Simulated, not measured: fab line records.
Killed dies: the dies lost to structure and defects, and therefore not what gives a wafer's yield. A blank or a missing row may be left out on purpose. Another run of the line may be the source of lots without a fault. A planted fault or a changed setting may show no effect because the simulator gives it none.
Chamber matching    flow n5_finfet    4 sister chambers for N5_BEOL_M5_CMP_52 on cmp-02
The step polishes, stops on SiCOH lowk, t overpolish 6.9 s, target thk 62 nm. 8 wafers are shown with their chamber, then 8 later ones without.

## WAFERS, EACH WITH ITS CHAMBER
wafer   chamber  motor_current_A (A)  overpolish_run_s (s)
L228.4  3        6.7                  6.887
L235.5  1        6.5                  6.906
L233.2  1        7.0                  6.889
L233.3  0        6.9                  6.927
L236.1  3        6.3                  6.894
L236.2  2        5.5                  6.883
L236.6  0        6.4                  6.901
L237.1  2        5.5                  6.902

## WAFERS WITH NO CHAMBER GIVEN
wafer   motor_current_A (A)  overpolish_run_s (s)
L237.4  6.4                  6.913
L237.5  5.5                  6.900
L243.3  6.4                  6.911
L243.4  6.7                  6.908
L243.5  6.2                  6.892
L244.2  6.5                  6.887
L244.4  5.5                  6.889
L244.5  6.4                  6.896

## CHAMBER TAKEN BY EACH
wafer   from the rows above                in truth
L237.4  can't be placed: 0 or 1 or 3       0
L237.5  2                                  2
L243.3  can't be placed: 0 or 1 or 3       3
L243.4  can't be placed: 0 or 1 or 3       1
L243.5  can't be placed: 3 or 1 or 0 or 2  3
L244.2  can't be placed: 3 or 1 or 0       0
L244.4  2                                  2
L244.5  can't be placed: 3 or 1 or 0       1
2 of 8 placed correctly. Unplaceable from these rows: 6, with the true chamber sitting among the candidates in 6. 0 placed wrongly.
How it was worked out, from the rows above alone: a wafer's distance from a chamber is the root of the sum, over the readings, of the square of ((its reading less the chamber's mean) divided by the reading's scatter). If the next closest chamber is less than 2 further off than the closest, the wafer can't be placed; otherwise it belongs to the closest. Each chamber's mean is taken over the wafers shown for it. How the scatter is found: for the shown wafers, subtract from each reading the mean of its chamber, square and add these, divide the total by (wafers less chambers), then take the root.
